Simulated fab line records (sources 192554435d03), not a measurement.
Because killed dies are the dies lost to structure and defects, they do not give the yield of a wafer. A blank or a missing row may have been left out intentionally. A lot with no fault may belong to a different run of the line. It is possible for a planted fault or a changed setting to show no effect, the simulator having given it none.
A struck lot beside a sound one || flow n5_finfet || 41 out of 1938 route steps
Sound: these wafers, L164.2, L164.3, L164.5. Struck: wafers L173.2, L173.5. (L173.6 of the same lot was not struck and is left out.) The cause comes at the end.
Per side, at each step with rows, come the tool, then ch with its chambers, and then its first start. Under that, the readings that differ: sound wafers || struck wafers || difference of the means || sigmas: that difference in standard deviations of wafers without a fault.
alike: same words and numbers on both sides, and readings whose means sit less than 2 such deviations apart. not compared: any withheld reading, any reading some wafer has no value for, any bound like >300 that may hide the same value, and any number with overlapping values for which the record gives no deviation.
A row with sigmas, a row that says differs or no value, or rows on one side alone: a step with any of these is where the two part. When numbers do not overlap yet have no deviation, they are printed without sigmas and do not part them. Lack of a reading on every wafer of one side parts them only where that side has two or more wafers.

first, 1 step without rows for these wafers: N5_BEOL_M2_STRIP_97 (strips in N2/H2, time 10 s).
N5_BEOL_M2_OCD_MEAS_38:
  sound on ocd-01 at day 7 15:49; struck on ocd-01 at day 9 20:35
  alike: trench_depth_nm
then, 4 steps without rows for these wafers: N5_BEOL_M2_HM_STRIP_39 (strips TiN in peroxide tin strip, target depth 25 nm, time 158 s); N5_BEOL_M2_SRD_40 (time 30 s); N5_BEOL_M2_PRECLEAN_42 (cleans in residue remover, time 60 s); N5_BEOL_M2_SRD_43 (time 30 s).
N5_BEOL_M2_CD_MEAS_35: target cd 18 nm, target cd y 22.2 nm.
  sound on cd_sem-01 at day 7 15:58; struck on cd_sem-01 at day 9 20:44
  alike: cd_nm
then, 5 steps without rows for these wafers: N5_BEOL_M2_DEGAS_44 (time 60 s); N5_BEOL_M2_PRE_CLEAN_45 (time 30 s); N5_BEOL_M2_ALD_84 (deposits TaN, pulse time 2 s, purge time 3 s, co reactant purge time 2 s); N5_BEOL_M2_SURFACE_TREAT_85; N5_BEOL_M2_CVD_47 (deposits Co from CCTBA/H2, target thk 3 nm, time 223.8 s).
N5_BEOL_M2_SPUTTER_48: material Cu, target thk 4.5 nm, time 8.29 s.
  sound on pvd_sputter-02 at day 7 17:01; struck on pvd_sputter-02 at day 9 21:41
  alike: throttle_valve_pct
then, 1 step without rows for these wafers: N5_BEOL_M2_ANNEAL_49 (time 240 s).
N5_BEOL_M2_SPUTTER_79: material Cu, target thk 4.5 nm, time 8.29 s.
  sound on pvd_sputter-02 at day 7 17:14; struck on pvd_sputter-02 at day 9 21:55
  alike: throttle_valve_pct
then, 6 steps without rows for these wafers: N5_BEOL_M2_ANNEAL_80 (time 240 s); N5_BEOL_M2_SPUTTER_81 (material Cu, target thk 4.5 nm, time 8.29 s); N5_BEOL_M2_ANNEAL_82 (time 240 s); N5_BEOL_M2_SPUTTER_86 (material Cu, target thk 4.5 nm, time 8.29 s); N5_BEOL_M2_ANNEAL_87 (time 240 s); N5_BEOL_M2_SPUTTER_88 (material Cu, target thk 4.5 nm, time 8.29 s).
N5_BEOL_M2_ANNEAL_89: time 240 s.
  sound on pvd_sputter-02 at day 7 17:58; struck on pvd_sputter-02 at day 9 22:39
  alike: heater_power_w
then, 1 step without rows for these wafers: N5_BEOL_M2_SPUTTER_90 (material Cu, target thk 4.5 nm, time 8.29 s).
N5_BEOL_M2_ANNEAL_91: time 240 s.
  sound on pvd_sputter-02 at day 7 18:11; struck on pvd_sputter-02 at day 9 22:52
  alike: heater_power_w
then, 3 steps without rows for these wafers: N5_BEOL_M2_SPUTTER_92 (material Cu, target thk 4.5 nm, time 8.29 s); N5_BEOL_M2_ANNEAL_93 (time 240 s); N5_BEOL_M2_SPUTTER_94 (material Cu, target thk 4.5 nm, time 8.29 s).
N5_BEOL_M2_ANNEAL_95: time 240 s.
  sound on pvd_sputter-02 at day 7 18:38; struck on pvd_sputter-02 at day 9 23:19
  alike: heater_power_w
then, 2 steps without rows for these wafers: N5_BEOL_M2_SPUTTER_96 (material Cu, target thk 4.5 nm, time 8.29 s); N5_BEOL_M2_ECD_50 (material Cu, target thk 300 nm).
N5_BEOL_M2_ANNEAL_51: time 90 s.
  sound on rtp_anneal-01 ch 0, day 7 19:01; struck on rtp_anneal-02 ch 0, day 9 23:42
  alike: anneal_temp_c, wafer_temp_C_max
then, 5 steps without rows for these wafers: N5_BEOL_M2_CMP_52 (polishes, stops on SiOC, t overpolish 6.8 s, target thk 40 nm); N5_BEOL_M2_PRE_CLEAN_60 (time 15 s); N5_BEOL_M2_CO_CAP_55 (material Co, precursor CCTBA/H2, target thk 2 nm, time 102.1 s); N5_BEOL_M2_PRE_CLEAN_56 (time 15 s); N5_BEOL_M2_DEP_57 (deposits SiCN from 3MS/NH3, target thk 8 nm, time 14 s).
N5_BEOL_M2_RS_MEAS_58: measurement is done with a four-point probe.
  sound on film_metro-02 at day 7 19:49; struck on film_metro-01 at day 10 00:32
  alike: M2_RS
then, 1 step without rows for these wafers: N5_BEOL_M3_ILD_DEP_00 (deposits SiOC from DEMS/O2, target thk 79 nm, time 15.3 s).
N5_BEOL_M3_THK_MEAS_01:
  sound on film_metro-01 at day 7 19:56; struck on film_metro-02 at day 10 00:41
  alike: M3_ILD_THK
then, 1 step without rows for these wafers: N5_BEOL_M3_PECVD_72 (deposits SiO2 from TEOS/O2, target thk 16 nm, time 18 s).
-- here the record skips 6 days between the struck wafers' starts before and after, leaving off in module BEOL_M3 and picking up in module PASSIVATION (first step shown: number 1936 of the route) --
N5_PASSIVATION_PROBE_49:
  rows exist in the record for the struck wafers here (prober-01, day 15 20:26), but not for the sound ones

## WHERE THEY PART
N5_PASSIVATION_PROBE_49 only, going by this record.

WHY: whatever the simulator had introduced
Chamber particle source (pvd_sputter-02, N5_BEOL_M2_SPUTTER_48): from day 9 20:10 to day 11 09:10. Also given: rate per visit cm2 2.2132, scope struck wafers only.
